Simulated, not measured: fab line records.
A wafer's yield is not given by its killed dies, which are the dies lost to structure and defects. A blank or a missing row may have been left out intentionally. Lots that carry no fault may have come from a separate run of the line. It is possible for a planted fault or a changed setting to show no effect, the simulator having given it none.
Chamber matching    flow nand_harc    NHARC_A_BONDPAD_STRIP_15 on rie_diel-06 has 4 sister chambers
The step strips in O2. 4 wafers are shown with their chamber, then 7 later ones without.

== WAFERS WITH THEIR CHAMBER ==
wafer   chamber  showerhead_plenum_p_Torr (Torr)
L299.4  3        3.49
L299.5  0        3.30
L301.1  2        3.71
L301.4  1        3.53

== WAFERS WITHOUT THEIR CHAMBER ==
wafer   showerhead_plenum_p_Torr (Torr)
L301.6  3.53
L303.1  3.49
L303.3  3.71
L303.4  3.29
L307.2  3.53
L307.3  3.49
L307.4  3.71

== WHICH CHAMBER EACH WENT THROUGH ==
wafer   from the rows above  in truth
L301.6  1                    1
L303.1  3                    3
L303.3  2                    2
L303.4  0                    0
L307.2  1                    1
L307.3  3                    3
L307.4  2                    2
Placed correctly: 7 of 7. Number that these rows cannot place: 0. Number placed wrongly: 0.
How it was worked out, from the rows above alone: a wafer's distance from a chamber is the root of the sum, over the readings, of the square of ((its reading less the chamber's mean) divided by the reading's scatter). The wafer belongs to the nearest chamber; if the next one is less than 2 further off, it can't be placed. For every chamber, the mean is computed from those of its wafers that are shown. The scatter: root of mean squared gap, hidden wafer to nearest shown wafer, with one shown wafer a chamber.
